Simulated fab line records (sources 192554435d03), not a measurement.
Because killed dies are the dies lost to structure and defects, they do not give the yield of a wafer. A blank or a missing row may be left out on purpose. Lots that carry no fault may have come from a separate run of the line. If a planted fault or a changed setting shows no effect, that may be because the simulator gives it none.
Split-lot trial -- flow n5 finfet -- 7 lots, 39 wafers read, on a route of 1938 steps

== SPLIT DETAILS ==
At N5_SD_EPI_N_EPI_21 (deposits Si:P, time 690 s), the setting pressure torr was moved away from the recipe's 255 Torr on 12 of the 39 wafers read, by +9.6% to +18.2%. All remaining wafers had this setting at the recipe value.

The reading comes from the split's own step.

== THE READING ==
Si-P_of_SD_EPI_N_EPI_21.thk nm (the simulator's own value, which no gauge read), in nm, at N5_SD_EPI_N_EPI_21 (deposits Si:P, time 690 s). The file gives no usual value for it. Across the 27 wafers here that went through the recipe, the average is 59.1 nm and the standard deviation 0.78 nm.

wafer,"tool, chamber at the split","pressure torr as run, Torr",against the recipe,"Si-P_of_SD_EPI_N_EPI_21.thk nm, nm",against lot-mates on the recipe
L074.1,"epi rpcvd-01, 0",255,recipe,59.6,-
L074.2,"epi rpcvd-01, 0",255,recipe,58.4,-
L074.3,"epi rpcvd-01, 0",255,recipe,59,-
L074.4,"epi rpcvd-01, 0",255,recipe,58.6,-
L074.6,"epi rpcvd-01, 0",255,recipe,58.6,-
L074.5,"epi rpcvd-01, 0",255,recipe,58.8,-
L077.1,"epi rpcvd-01, 0",255,recipe,58.8,-
L077.2,"epi rpcvd-01, 0",255,recipe,59.2,-
L077.3,"epi rpcvd-01, 0",255,recipe,59.4,-
L077.4,"epi rpcvd-01, 0",255,recipe,59.4,-
L077.5,"epi rpcvd-01, 0",255,recipe,59.4,-
L077.6,"epi rpcvd-01, 0",255,recipe,58.6,-
L078.1,"epi rpcvd-01, 0",255,recipe,57.2,-
L078.2,"epi rpcvd-01, 0",255,recipe,57.4,-
L078.3,"epi rpcvd-01, 0",255,recipe,58,-
L079.1,"epi rpcvd-03, 0",301.4,+18.2%,63.6,no lot-mate on the recipe
L079.2,"epi rpcvd-03, 0",301.4,+18.2%,63.8,no lot-mate on the recipe
L079.3,"epi rpcvd-03, 0",301.4,+18.2%,63.8,no lot-mate on the recipe
L079.4,"epi rpcvd-03, 0",301.4,+18.2%,63.2,no lot-mate on the recipe
L079.5,"epi rpcvd-03, 0",301.4,+18.2%,63.4,no lot-mate on the recipe
L079.6,"epi rpcvd-03, 0",301.4,+18.2%,64,no lot-mate on the recipe
L084.1,"epi rpcvd-04, 0",255,recipe,60.6,-
L084.2,"epi rpcvd-04, 0",255,recipe,59.4,-
L084.4,"epi rpcvd-04, 0",255,recipe,59.4,-
L084.3,"epi rpcvd-04, 0",255,recipe,59.6,-
L084.5,"epi rpcvd-04, 0",255,recipe,60,-
L084.6,"epi rpcvd-04, 0",255,recipe,60.4,-
L087.1,"epi rpcvd-01, 0",279.5,+9.6%,60.4,no lot-mate on the recipe
L087.2,"epi rpcvd-01, 0",279.5,+9.6%,61.2,no lot-mate on the recipe
L087.3,"epi rpcvd-01, 0",279.5,+9.6%,61.6,no lot-mate on the recipe
L087.4,"epi rpcvd-01, 0",279.5,+9.6%,60.8,no lot-mate on the recipe
L087.5,"epi rpcvd-01, 0",279.5,+9.6%,60.2,no lot-mate on the recipe
L087.6,"epi rpcvd-01, 0",279.5,+9.6%,60,no lot-mate on the recipe
L092.1,"epi rpcvd-01, 0",255,recipe,59.2,-
L092.2,"epi rpcvd-01, 0",255,recipe,59.6,-
L092.4,"epi rpcvd-01, 0",255,recipe,59.6,-
L092.3,"epi rpcvd-01, 0",255,recipe,59.4,-
L092.5,"epi rpcvd-01, 0",255,recipe,60,-
L092.6,"epi rpcvd-01, 0",255,recipe,59,-

THE FIT
A straight line over all 39 wafers: Si-P_of_SD_EPI_N_EPI_21.thk nm changes by +0.233 nm for each +1% of pressure torr; r = +0.91; the points scatter about the line by 0.76 nm.
Too few moved wafers have a lot-mate on the recipe to fit a line with each lot's own level taken away.

== THE FILE'S OWN FIT ==
Si-P_of_SD_EPI_N_EPI_21.thk nm changes by +0.233 nm for each +1% of pressure torr, r = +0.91.
